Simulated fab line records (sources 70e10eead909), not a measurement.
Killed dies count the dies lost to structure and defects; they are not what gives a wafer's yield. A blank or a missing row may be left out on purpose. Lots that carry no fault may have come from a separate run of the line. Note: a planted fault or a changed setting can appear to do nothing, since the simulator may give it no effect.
fab line records | flow nandHarc
record: lots: 12 wafers: 36 lastDay: 34
route steps=1302 shown P_M1@299 A_M1@1192 A_BONDPAD@1227 THIN_TSV@1272 END@1302
lots with no fault: from the same line, run without faults
startH: hours from the record's opening day to when the first of the lot's shown wafers began | waitH: hours from the lot's prior step to this one | " unchanged from the row above | L1.1+2: one row covering several wafers at once | - no value present, or no start provided | * or withheld: withheld | < > ~ a bound
route shown NAME@n: names a module that has steps shown in the file, with the first one's number in the route | usual: mean/standard deviation of fault-free wafers | same: alike in all rows | chamber/n: place in a boat | sites: per-site readings | _std_site: the standard deviation of these | _edge_site: mean of outer sites minus mean of inner sites | radiusMm: how far each site lies from the wafer's centre | mask NAME#n: copy n | behind: the most recent tool/chamber to have shaped the wafer | hold: what put the lot on hold/how long, in hours/how the hold closed | device: the n, p or np transistor that did not switch | end of line: the route-end tests of the same wafers | a step without rows: its recipe alone | killed: not the wafer's yield, but the dies lost to structure and defects at the first sort | map: dies across one wafer; x = killed, . = not, _ = none there
set.NAME: the setting as run; set.NAME@STEP: as run at that earlier step | model.NAME: the simulator's own value behind a step, which no gauge read
steps of the route over a sample of lots; a table a step, a row a wafer
services: the hour from which a tool's chamber was out of use, counted from the record's first day as startH (under 0 if before that day), plus the number of hours and why
== steps ==
step: NHARC_P_M1_ETCH_35
recipe: targetDepthA: 400 overetchA: 120 timeS: 43.94 ionEnergyEv: 200 n2FlowSccm: 150 h2FlowSccm: 150 arFlowSccm: 0 rfW: 400 biasW: 150 chemistry: N2/H2
usual: drypumpMotorCurrentA: 5.5/0.34 oesProductAu: 0.998/0.0097 rfVppV: 430.1/2.6 showerheadPlenumPTorr: 2.02/0.092 throttleValvePct: 14.171/0.0093
columns lot.wafer tool chamber startH waitH drypumpMotorCurrentA oesProductAu rfHoursCounterH rfVppV showerheadPlenumPTorr throttleValvePct
L169.3 rieDiel-12 3 128.56 0.1 5.9 1.004 6 433.6 2.16 14.180
L169.1 " 0 " " 5.8 1.000 6 426.2 1.91 14.190
L169.5 " 0 " " 5.8 0.992 - 426.7 1.91 14.151
L170.3 rieDiel-10 1 131.46 0.1 5.3 1.009 5 435.7 2.18 14.166
L170.1 " 2 " " 5.8 1.002 5 433.6 2.09 14.173
L170.4 " 3 " " 5.7 1.001 4 425.9 1.89 14.181
L172.3 rieDiel-09 2 160.13 0.1 5.9 0.991 1 431.3 2.05 14.157
L172.5 " 0 " " 5.3 0.993 - 428.3 1.91 14.174
L172.6 " 1 " " 5.4 1.004 - 432.6 2.08 14.156
L174.4 rieDiel-09 1 170.41 0.1 5.4 0.994 3 431.3 2.08 14.182
L174.1 " 0 " " 5.3 1.005 3 428.1 1.91 14.168
L174.5 " 1 " " 5.4 0.998 - 429.5 2.08 14.169
L176.4 rieDiel-12 2 197.05 0.1 5.3 1.021 30 427.3 1.97 14.168
L176.3 " 3 " " 5.9 1.011 29 433.4 2.15 14.168
L176.5 " 1 " " 6.7 1.014 - 432.2 2.13 14.170
L178.3 rieDiel-10 1 215.25 0.1 5.3 1.000 11 433.3 2.18 14.166
L178.2 " 2 " " 5.8 1.006 11 431.9 2.08 14.175
L178.1 " 3 " " 5.7 1.002 11 426.9 1.89 14.165
L179.2 rieDiel-09 3 227.99 0.1 5.1 0.986 6 429.5 1.98 14.169
L179.3 " 1 " " 5.4 0.997 6 430.3 2.08 14.170
L179.6 " 2 " " 5.9 0.990 - 430.3 2.05 14.179
L183.3 rieDiel-09 3 272.17 0.1 5.0 0.991 10 428.6 1.98 14.187
L183.4 " 1 " " 5.4 1.009 9 431.5 2.08 14.167
L183.6 " 2 " " 5.9 0.991 - 431.1 2.05 14.168
L186.1 rieDiel-09 2 295.03 0.1 5.9 0.992 10 431.0 2.05 14.172
L186.4 " 3 " " 5.1 0.987 11 429.6 1.97 14.166
L186.6 " 1 " " 5.4 1.012 - 431.6 2.08 14.152
L187.3 rieDiel-09 2 303.81 0.1 5.9 1.004 11 431.0 2.05 14.171
L187.4 " 3 " " 5.0 0.985 11 427.9 1.97 14.177
L187.5 " 1 " " 5.4 1.012 - 431.8 2.08 14.178
L188.4 rieDiel-09 3 317.24 0.1 5.1 0.994 12 428.3 1.97 14.178
L188.2 " 0 " " 5.3 1.006 12 425.7 1.90 14.181
L188.3 " 2 " " 5.9 1.002 11 430.6 2.05 14.178
L192.1 rieDiel-10 2 356.34 0.1 5.8 0.992 7 432.3 2.08 14.178
L192.3 " 3 " " 5.7 1.011 8 426.3 1.89 14.182
L192.5 " 3 " " 5.7 1.009 - 426.7 1.89 14.174
step: NHARC_A_M1_PVD_21
recipe: targetThkA: 300 chamberPressurePa: 5 powerW: 5000 substrateTempC: 30 timeS: 20.49 material: Cu
usual: chamberPressurePa: 5.000/0.0093 throttleValvePct: 29.6/0.97
columns lot.wafer tool chamber startH waitH chamberPressurePa throttleValvePct
L169.1 pvdSputter-03 - - - 4.998 28.4
L169.3 " - " " 4.991 31.3
L169.5 " - " " 4.995 29.1
L170.3 pvdSputter-02 - - - 5.007 28.9
L170.1 " - " " 5.006 29.9
L170.4 " - " " 5.011 28.9
L174.1 pvdSputter-03 - - - 4.972 28.9
L174.4 " - " " 4.983 30.4
L174.5 " - " " 4.997 28.5
L172.3 pvdSputter-03 - - - 4.992 28.4
L172.6 " - " " 4.996 28.5
L172.5 " - " " 5.013 31.5
L176.3 pvdSputter-02 - - - 4.995 28.8
L176.4 " - " " 4.996 29.9
L176.5 " - " " 4.988 28.9
L178.2 pvdSputter-02 - - - 4.993 29.7
L178.1 " - " " 4.995 29.2
L178.3 " - " " 4.994 31.6
L179.2 pvdSputter-03 - - - 5.000 28.5
L179.3 " - " " 5.015 30.6
L179.6 " - " " 4.993 28.3
L183.3 pvdSputter-03 - - - 5.005 31.3
L183.4 " - " " 5.004 28.9
L183.6 " - " " 5.015 28.3
L186.1 pvdSputter-03 - - - 5.004 31.7
L186.4 " - " " 5.011 30.6
L186.6 " - " " 4.998 31.3
L187.4 pvdSputter-02 - - - 5.003 29.7
L187.3 " - " " 5.018 29.6
L187.5 " - " " 5.000 30.5
L188.3 pvdSputter-02 - - - 4.989 30.9
L188.4 " - " " 5.009 28.1
L188.2 " - " " 5.025 29.6
L192.1 pvdSputter-02 - - - 4.986 28.2
L192.3 " - " " 5.003 29.8
L192.5 " - " " 5.019 30.0
step: NHARC_A_BONDPAD_PVD_17
recipe: targetThkA: 50 biasV: 168.6 powerW: 15000 chamberPressurePa: 0.12 timeS: 8.06 substrateTempC: 50 material: TaN
usual: chamberPressurePa: 0.12/0.00025 throttleValvePct: 29.8/0.9
columns lot.wafer tool chamber startH waitH chamberPressurePa throttleValvePct
L169.3 pvdSputter-03 - - - 0.11989 30.6
L169.1 " - " " 0.12009 28.8
L169.5 " - " " 0.11999 30.6
L170.1 pvdSputter-01 - - - 0.11972 30.2
L170.4 " - " " 0.11993 30.7
L170.3 " - " " 0.12014 28.8
L174.4 pvdSputter-03 - - - 0.1199 28.4
L174.1 " - " " 0.11977 30.7
L174.5 " - " " 0.11984 28.6
L172.3 pvdSputter-03 - - - 0.11981 31.7
L172.6 " - " " 0.11958 29.1
L172.5 " - " " 0.12009 28.2
L176.3 pvdSputter-01 - - - 0.12015 29.0
L176.4 " - " " 0.12005 29.4
L176.5 " - " " 0.12021 29.4
L178.2 pvdSputter-01 - - - 0.11979 30.0
L178.3 " - " " 0.11984 29.6
L178.1 " - " " 0.11987 29.8
L179.2 pvdSputter-02 - - - 0.12003 31.2
L179.3 " - " " 0.12002 28.9
L179.6 " - " " 0.12004 31.0
L183.3 pvdSputter-03 - - - 0.12032 28.3
L183.4 " - " " 0.11968 31.3
L183.6 " - " " 0.11961 30.7
L186.1 pvdSputter-02 - - - 0.12009 29.7
L186.4 " - " " 0.11966 29.8
L186.6 " - " " 0.11992 28.3
L187.3 pvdSputter-01 - - - 0.11987 28.9
L187.4 " - " " 0.11976 30.5
L187.5 " - " " 0.11979 29.4
L188.3 pvdSputter-01 - - - 0.11978 30.0
L188.4 " - " " 0.11998 30.3
L188.2 " - " " 0.12003 29.3
L192.1 pvdSputter-02 - - - 0.11989 30.7
L192.3 " - " " 0.12012 28.2
L192.5 " - " " 0.11993 30.9
step: NHARC_THIN_TSV_PVD_19
recipe: targetThkA: 200 chamberPressurePa: 5 material: TaN
usual: chamberPressurePa: 5.001/0.01 throttleValvePct: 29.8/0.9
columns lot.wafer tool chamber startH waitH chamberPressurePa throttleValvePct
L169.1 pvdSputter-03 - - - 5.006 30.4
L169.3 " - " " 5.004 28.4
L169.5 " - " " 5.010 31.5
L170.4 pvdSputter-02 - - - 4.994 31.4
L170.3 " - " " 5.000 29.0
L170.1 " - " " 4.993 30.1
L174.4 pvdSputter-02 - - - 4.996 29.1
L174.1 " - " " 4.976 30.1
L174.5 " - " " 4.984 29.2
L172.3 pvdSputter-03 - - - 5.012 30.5
L172.5 " - " " 5.012 30.5
L172.6 " - " " 4.990 28.8
L176.3 pvdSputter-03 - - - 4.977 31.3
L176.4 " - " " 4.991 28.7
L176.5 " - " " 5.009 31.5
L178.3 pvdSputter-01 - - - 4.993 29.3
L178.1 " - " " 5.000 29.3
L178.2 " - " " 5.016 30.5
L179.3 pvdSputter-01 - - - 4.997 29.2
L179.2 " - " " 5.006 29.6
L179.6 " - " " 4.994 30.5
L183.3 pvdSputter-03 - - - 5.011 30.4
L183.4 " - " " 4.991 28.9
L183.6 " - " " 5.007 31.3
L186.1 pvdSputter-03 - - - 5.003 29.8
L186.4 " - " " 4.978 28.9
L186.6 " - " " 4.997 29.4
L187.3 pvdSputter-03 - - - 5.000 30.6
L187.4 " - " " 5.001 29.7
L187.5 " - " " 4.987 29.5
L188.2 pvdSputter-03 - - - 5.013 29.4
L188.3 " - " " 4.999 30.4
L188.4 " - " " 4.990 29.8
L192.1 pvdSputter-01 - - - 5.002 30.7
L192.3 " - " " 5.014 29.7
L192.5 " - " " 5.000 30.4
step: NHARC_END_SORT_01
recipe: tempC: 25
usual: defectLimitedYield: 90.9/2.8 killedAtArray: 56/19 killedAtOther: 1.0/1.3 killedAtPeriphery: 3.8/2.2 killedDies: 61/19 killedOpen: 3.1/1.9 killedShort: 2.3/1.5
same: grossDies: 677
columns lot.wafer tool chamber startH waitH defectLimitedYield[%] killedAtArray killedAtOther killedAtPeriphery killedDies killedOpen killedShort
L174.1 prober-01 0 600.59 2.5 93.1 43 0 4 47 3 1
L174.4 prober-01 0 602.96 3.4 91.4 49 4 5 58 3 3
L174.5 prober-01 0 603.75 3.7 92.9 45 0 3 48 1 2
L176.3 prober-02 0 634.41 3.1 88.0 76 0 5 81 2 2
L176.4 prober-02 0 635.21 3.4 87.4 79 0 6 85 0 4
L176.5 prober-02 0 636.01 3.7 87.1 79 1 7 87 2 2
L178.1 prober-02 0 648.30 2.4 90.8 59 0 3 62 1 0
L178.2 prober-02 0 649.10 2.8 90.8 56 0 6 62 1 1
L178.3 prober-02 0 649.89 3.1 90.1 64 0 3 67 1 2
L179.2 prober-01 0 649.16 2.8 90.4 58 2 5 65 3 2
L179.3 prober-01 0 649.96 3.1 88.9 67 2 6 75 3 1
L179.6 prober-01 0 652.35 4.0 91.6 52 2 3 57 2 2
L183.3 prober-01 0 705.91 3.1 91.7 50 3 3 56 2 2
L183.4 prober-01 0 706.71 3.4 94.1 38 1 1 40 4 1
L183.6 prober-01 0 708.32 4.0 92.0 46 2 6 54 0 2
L186.1 prober-01 0 740.40 2.5 79.8 47 0 90 137 1 2
L186.4 prober-01 0 742.81 3.4 79.5 52 0 87 139 7 1
L186.6 prober-01 0 744.41 4.0 78.0 53 0 96 149 4 1
L187.3 prober-02 0 744.45 3.1 82.4 30 1 88 119 4 0
L187.4 prober-02 0 745.26 3.4 83.2 31 0 83 114 1 0
L187.5 prober-02 0 746.06 3.7 81.5 32 0 93 125 4 2
L188.2 prober-01 0 749.03 2.8 77.8 82 0 68 150 4 1
L188.3 prober-01 0 749.84 3.1 72.2 95 2 91 188 2 1
L188.4 prober-01 0 750.65 3.4 76.2 74 0 87 161 1 1
killed by level:class
L174.1 A_CHANNEL_HOLE_D2:chamberFilmFlake=31 A_CHANNEL_HOLE_D1:chamberFilmFlake=5 A_CONTACT:chamberFilmFlake=2 P_M2:geometricParticle:open=1 A_ONON_D2:geometricParticle:open=1 A_CHANNEL_FILL_D2:geometricParticle:open=1 A_M0:geometricParticle:short=1 P_ZERO_WELL:chamberFilmFlake=1
L174.4 A_CHANNEL_HOLE_D2:chamberFilmFlake=34 THIN_TSV:chamberFilmFlake=4 P_M2:chamberFilmFlake=3 A_CHANNEL_FILL_D2:chamberFilmFlake=3 A_CONTACT:chamberFilmFlake=3 A_CHANNEL_HOLE_D1:chamberFilmFlake=2 P_M0:geometricParticle:open=1 A_CHANNEL_FILL_D1:geometricParticle:short=1
L174.5 A_CHANNEL_HOLE_D2:chamberFilmFlake=33 P_M2:chamberFilmFlake=2 A_ZERO_WELL:chamberFilmFlake=2 A_CHANNEL_HOLE_D1:chamberFilmFlake=2 A_DECK1_JOINT:chamberFilmFlake=2 A_CONTACT:chamberFilmFlake=2 P_STI:geometricParticle:short=1 A_CHANNEL_FILL_D1:geometricParticle:open=1
L176.3 A_SLIT:chamberFilmFlake=28 A_CHANNEL_HOLE_D2:chamberFilmFlake=26 A_CHANNEL_HOLE_D1:chamberFilmFlake=6 P_M0:chamberFilmFlake=4 A_CONTACT:chamberFilmFlake=3 A_WL_FILL:chamberFilmFlake=3 A_CHANNEL_FILL_D1:chamberFilmFlake=2 A_CHANNEL_FILL_D2:chamberFilmFlake=2
L176.4 A_CHANNEL_HOLE_D2:chamberFilmFlake=30 A_SLIT:chamberFilmFlake=23 P_M0:chamberFilmFlake=5 A_WL_FILL:chamberFilmFlake=5 A_CHANNEL_HOLE_D1:chamberFilmFlake=4 A_CHANNEL_FILL_D2:chamberFilmFlake=4 A_M1:chamberFilmFlake=4 A_CONTACT:chamberFilmFlake=3
L176.5 A_CHANNEL_HOLE_D2:chamberFilmFlake=30 A_SLIT:chamberFilmFlake=26 A_CONTACT:chamberFilmFlake=8 A_CHANNEL_HOLE_D1:chamberFilmFlake=7 P_M0:chamberFilmFlake=4 A_M1:chamberFilmFlake=3 A_WL_FILL:chamberFilmFlake=2 P_STI:geometricParticle:short=1
L178.1 A_SLIT:chamberFilmFlake=30 A_CHANNEL_HOLE_D1:chamberFilmFlake=9 A_CHANNEL_HOLE_D2:chamberFilmFlake=8 A_SGD_CUT:chamberFilmFlake=4 A_STAIRCASE:chamberFilmFlake=3 A_CONTACT:chamberFilmFlake=3 P_BONDPAD:chamberFilmFlake=2 A_CHANNEL_FILL_D2:geometricParticle:open=1
L178.2 A_SLIT:chamberFilmFlake=26 A_CHANNEL_HOLE_D2:chamberFilmFlake=9 A_CHANNEL_HOLE_D1:chamberFilmFlake=5 A_STAIRCASE:chamberFilmFlake=5 P_BONDPAD:chamberFilmFlake=4 A_CONTACT:chamberFilmFlake=4 P_ZERO_WELL:chamberFilmFlake=2 A_SGD_CUT:chamberFilmFlake=2
L179.2 A_SLIT:chamberFilmFlake=25 A_CHANNEL_HOLE_D2:chamberFilmFlake=8 A_CHANNEL_HOLE_D1:chamberFilmFlake=6 A_CONTACT:chamberFilmFlake=5 A_STAIRCASE:chamberFilmFlake=4 A_BLC:chamberFilmFlake=3 A_ONON_D1:geometricParticle:open=2 P_ZERO_WELL:chamberFilmFlake=2
L178.3 A_SLIT:chamberFilmFlake=31 A_CHANNEL_HOLE_D2:chamberFilmFlake=15 A_CHANNEL_HOLE_D1:chamberFilmFlake=5 A_CONTACT:chamberFilmFlake=5 A_DECK1_JOINT:chamberFilmFlake=2 A_STAIRCASE:chamberFilmFlake=2 A_DECK1_JOINT:geometricParticle:open=1 A_CHANNEL_HOLE_D2:geometricParticle:short=1
L179.3 A_SLIT:chamberFilmFlake=34 A_CHANNEL_HOLE_D1:chamberFilmFlake=11 A_STAIRCASE:chamberFilmFlake=7 A_CHANNEL_HOLE_D2:chamberFilmFlake=7 A_BLC:chamberFilmFlake=3 P_CONTACT:chamberFilmFlake=2 A_CONTACT:chamberFilmFlake=2 THIN_TSV:chamberFilmFlake=2
L179.6 A_SLIT:chamberFilmFlake=28 A_CHANNEL_HOLE_D2:chamberFilmFlake=8 A_STAIRCASE:chamberFilmFlake=5 A_CONTACT:chamberFilmFlake=4 THIN_TSV:chamberFilmFlake=2 P_M1:geometricParticle:open=1 A_CHANNEL_FILL_D1:geometricParticle:open=1 A_DECK1_JOINT:geometricParticle:short=1
L183.3 A_CHANNEL_HOLE_D1:chamberFilmFlake=31 A_SLIT:chamberFilmFlake=7 A_CONTACT:chamberFilmFlake=5 THIN_TSV:chamberFilmFlake=2 A_WL_FILL:chamberFilmFlake=2 A_BONDPAD:chamberFilmFlake=2 P_M0:geometricParticle:open=1 P_M0:geometricParticle:short=1
L183.4 A_CHANNEL_HOLE_D1:chamberFilmFlake=25 A_STAIRCASE:chamberFilmFlake=3 A_SLIT:chamberFilmFlake=2 A_CONTACT:chamberFilmFlake=2 P_GATE:geometricParticle:open=1 A_ONON_D1:geometricParticle:open=1 A_ONON_D2:geometricParticle:open=1 A_CHANNEL_FILL_D2:geometricParticle:open=1
L183.6 A_CHANNEL_HOLE_D1:chamberFilmFlake=34 P_STI:chamberFilmFlake=5 A_SLIT:chamberFilmFlake=4 A_CONTACT:chamberFilmFlake=3 A_STAIRCASE:chamberFilmFlake=2 A_SGD_CUT:geometricParticle:short=1 STARTING-WAFER:geometricParticle:short=1 P_GATE:chamberFilmFlake=1
L186.1 P_M1:unspecified=88 A_CHANNEL_HOLE_D2:chamberFilmFlake=20 A_CHANNEL_HOLE_D1:chamberFilmFlake=10 A_STAIRCASE:chamberFilmFlake=6 A_SLIT:chamberFilmFlake=5 P_ZERO_WELL:chamberFilmFlake=2 A_CONTACT:chamberFilmFlake=2 A_CHANNEL_FILL_D1:geometricParticle:open=1
L186.4 P_M1:unspecified=82 A_CHANNEL_HOLE_D2:chamberFilmFlake=23 A_SLIT:chamberFilmFlake=7 A_STAIRCASE:chamberFilmFlake=6 A_CHANNEL_HOLE_D1:chamberFilmFlake=6 P_M0:geometricParticle:open=4 A_CONTACT:chamberFilmFlake=3 A_CHANNEL_HOLE_D2:geometricParticle:short=1
L186.6 P_M1:unspecified=90 A_CHANNEL_HOLE_D2:chamberFilmFlake=14 A_STAIRCASE:chamberFilmFlake=10 A_CHANNEL_HOLE_D1:chamberFilmFlake=8 A_SLIT:chamberFilmFlake=8 P_ZERO_WELL:chamberFilmFlake=6 A_CONTACT:chamberFilmFlake=6 A_ZERO_WELL:chamberFilmFlake=2
L187.3 P_M1:unspecified=86 A_CHANNEL_HOLE_D1:chamberFilmFlake=17 A_SLIT:chamberFilmFlake=3 A_CHANNEL_HOLE_D2:chamberFilmFlake=2 A_STAIRCASE:chamberFilmFlake=2 P_M0:geometricParticle:open=1 A_ONON_D1:geometricParticle:open=1 A_CHANNEL_FILL_D2:geometricParticle:open=1
L187.4 P_M1:unspecified=81 A_CHANNEL_HOLE_D1:chamberFilmFlake=13 A_SLIT:chamberFilmFlake=8 A_STAIRCASE:chamberFilmFlake=3 A_ZERO_WELL:chamberFilmFlake=2 A_CONTACT:chamberFilmFlake=2 A_CHANNEL_FILL_D2:geometricParticle:open=1 P_GATE:chamberFilmFlake=1
L187.5 P_M1:unspecified=93 A_CHANNEL_HOLE_D1:chamberFilmFlake=7 A_STAIRCASE:chamberFilmFlake=6 A_CHANNEL_HOLE_D2:chamberFilmFlake=5 A_WL_FILL:chamberFilmFlake=4 A_M0:geometricParticle:open=2 A_SLIT:chamberFilmFlake=2 A_CHANNEL_FILL_D2:geometricParticle:short=1
L188.2 P_M1:unspecified=63 A_SLIT:chamberFilmFlake=29 A_CHANNEL_HOLE_D1:chamberFilmFlake=28 A_CHANNEL_HOLE_D2:chamberFilmFlake=14 P_GATE:chamberFilmFlake=4 A_CONTACT:chamberFilmFlake=4 P_CONTACT:geometricParticle:open=1 A_CHANNEL_HOLE_D1:geometricParticle:open=1
L188.3 P_M1:unspecified=89 A_SLIT:chamberFilmFlake=34 A_CHANNEL_HOLE_D1:chamberFilmFlake=26 A_CHANNEL_HOLE_D2:chamberFilmFlake=24 A_CONTACT:chamberFilmFlake=6 A_DECK1_JOINT:chamberFilmFlake=2 THIN_TSV:chamberFilmFlake=2 P_M2:geometricParticle:open=1
L188.4 P_M1:unspecified=84 A_CHANNEL_HOLE_D1:chamberFilmFlake=28 A_SLIT:chamberFilmFlake=24 A_CHANNEL_HOLE_D2:chamberFilmFlake=16 P_ZERO_WELL:chamberFilmFlake=3 A_STAIRCASE:chamberFilmFlake=2 A_ONON_D2:geometricParticle:open=1 A_WL_FILL:geometricParticle:short=1
== services ==
columns tool chamber startH hours kind
pvdSputter-03 - 170.00 10.0 pm
pvdSputter-01 - 226.03 10.0 pm
pvdSputter-03 - 233.17 1.1 repair
pvdSputter-03 - 237.84 4.3 repair
pvdSputter-01 - 257.35 3.0 repair
pvdSputter-02 - 282.06 10.0 pm
pvdSputter-02 - 311.82 4.8 repair
pvdSputter-03 - 348.00 10.0 pm
pvdSputter-02 - 355.17 1.1 repair
pvdSputter-03 - 375.17 12.3 repair
pvdSputter-02 - 384.41 9.4 repair
pvdSputter-01 - 404.03 10.0 pm
pvdSputter-01 - 445.77 1.2 repair
pvdSputter-02 - 451.16 2.2 repair
pvdSputter-02 - 460.06 10.0 pm
pvdSputter-02 - 509.23 3.4 repair
pvdSputter-03 - 526.00 10.0 pm
pvdSputter-02 - 552.19 0.9 repair
pvdSputter-02 - 577.88 2.5 repair
pvdSputter-02 - 633.29 8.0 repair
pvdSputter-02 - 641.34 10.0 pm
pvdSputter-02 - 684.56 1.8 repair
pvdSputter-03 - 704.00 10.0 pm
pvdSputter-02 - 750.85 1.4 repair
== key ==
firstSign: step: NHARC_END_SORT_01 reading: killedAtPeriphery direction: up sigmas: 37 usual: 3.8 struck: 87
effect: step: NHARC_END_SORT_01 reading: killedDies direction: up sigmas: 4.3 usual: 61 struck: 142
moreKillsBornAt: NHARC_P_M1_ETCH_35@rieDiel-09: 756
metAt NHARC_P_M1_ETCH_35
struckLots L186,L187,L188
notActingAt NHARC_A_M1_PVD_21,NHARC_A_BONDPAD_PVD_17,NHARC_THIN_TSV_PVD_19
onsetBetween 272.17 295.03
fault: kind: chamberParticleSource tool: rieDiel-09 chamber: - onsetH: 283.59 steps: NHARC_P_M1_ETCH_35 ratePerVisitCm2: 0.8769 endH: 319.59
